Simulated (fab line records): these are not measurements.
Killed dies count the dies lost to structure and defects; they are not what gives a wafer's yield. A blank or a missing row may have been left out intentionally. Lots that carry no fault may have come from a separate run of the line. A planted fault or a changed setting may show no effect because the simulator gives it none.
A lot that was struck, set against a sound lot | flow n5Finfet | 15 steps out of a route of 1938
Sound: these wafers, L944.1, L944.4, L944.5. Wafers struck: L948.2, L948.3, L948.4. The cause is named last.
Order at every step that has rows: each side's tool, ch and its chambers, its first start. Under that, the readings that differ: sound wafers | struck wafers | difference of the means | sigmas: that difference in standard deviations of wafers without a fault.
alike: readings with means less than 2 such deviations apart, plus words and numbers identical on both sides. not compared: withheld readings, readings lacking a value on some wafer, bounds such as >300 that could conceal the same value, and numbers that have no deviation in the record and whose values overlap.
A row with sigmas, a row that says differs or no value, or rows on one side alone: a step with any of these is where the two part. Numbers that have no deviation but don't overlap get no sigmas and don't part them. A reading missing from all wafers of one side parts the sides only when that side holds two or more wafers.

N5_MIM_BOT_ETCH_ETCH_03: etches the open film in Cl2/BCl3, target depth 12 nm.
  sound on rieMetal-02 ch 0,1, day 11 22:56; struck on rieMetal-02 ch 0, day 13 07:40
  alike: bcl3FlowSccm, drypumpMotorCurrentA, oesProductAu, throttleValvePct
  not compared: rfHoursCounterH
N5_MIM_BOT_ETCH_ETCH_00: etches TiN in Cl2/BCl3, target depth 45.5 nm.
  sound on rieMetal-02 ch 0,1, day 11 23:01; struck on rieMetal-02 ch 0, day 13 07:51
  alike: bcl3FlowSccm, drypumpMotorCurrentA, oesProductAu, throttleValvePct
  not compared: rfHoursCounterH
N5_MIM_BOT_ETCH_STRIP_01: strips in O2.
  sound on rieDiel-06 ch 1,2,3, day 11 23:10; struck on rieDiel-02 ch 1,2,3, day 13 08:14
  alike: drypumpMotorCurrentA, oesProductAu, rfVppV, showerheadPlenumPTorr, throttleValvePct
  not compared: rfHoursCounterH
then, 3 steps without rows for these wafers: N5_MIM_BOT_ETCH_STRIP_02 (strips in post etch residue remover, time 1200 s); N5_MIM_BOT_ETCH_CLEAN_05 (cleans in IPA, time 180 s); N5_MIM_BOT_ETCH_SRD_06 (time 30 s).
N5_PASSIVATION_PECVD_55: deposits SiO2 from SiH4/N2O, target thk 400 nm, time 22.5 s.
  sound on pecvd-02 ch 0,1,2, day 11 23:41; struck on pecvd-02 ch 0,1,2, day 13 08:44
  alike: heaterPowerW, showerheadPlenumPTorr, throttleValvePct
  not compared: sinceWetCleanH
N5_PASSIVATION_PECVD_01: deposits SiNx from SiH4/NH3/N2, target thk 200 nm, time 43.2 s.
  sound on pecvd-02 ch 0,1,2, day 11 23:44; struck on pecvd-02 ch 0,1,2, day 13 08:46
  alike: heaterPowerW, showerheadPlenumPTorr, throttleValvePct
  not compared: sinceWetCleanH
then, 4 steps without rows for these wafers: N5_PASSIVATION_HMDS_03 (time 60 s); N5_PASSIVATION_COAT_04; N5_PASSIVATION_EBR_06; N5_PASSIVATION_SOFTBAKE_05 (time 90 s).
N5_PASSIVATION_EXPOSE_07: exposes mask TV, defocus 0 nm, target cd 3000 nm.
  sound on krfScanner-01 ch 0, day 12 01:40; struck on krfScanner-01 ch 0, day 13 10:56
reading           | sound                | struck               | difference | sigmas
exposureDoseMJCm2 | 22.720 22.743 22.727 | 23.258 23.245 23.247 | +0.520     | +21
  alike: mask
next, for these wafers, 1 step has no rows: N5_PASSIVATION_PEB_08.
N5_PASSIVATION_PROBE_49:
  sound on prober-01 at day 12 08:35; struck on prober-02 at day 13 18:17
  alike: defectLimitedYield, killed_at_M0_to_M3, killed_at_M4_up, killedAtContacts, killedAtFrontEnd, killedAtOther, killedDies, killedOnRim, killedOpen, killedShort, sort_bin_5_function, sort_bin_6_memory, sortNPass, sortYieldPct

WHERE THEY PART
Within this record, at N5_PASSIVATION_EXPOSE_07 only. Later steps at which nothing parts them and some readings are alike: N5_PASSIVATION_PROBE_49.

WHY: what had been put in by the simulator
Process parameters drifting: krfScanner-01 at N5_PASSIVATION_EXPOSE_07, beginning at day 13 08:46. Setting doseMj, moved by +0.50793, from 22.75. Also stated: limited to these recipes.
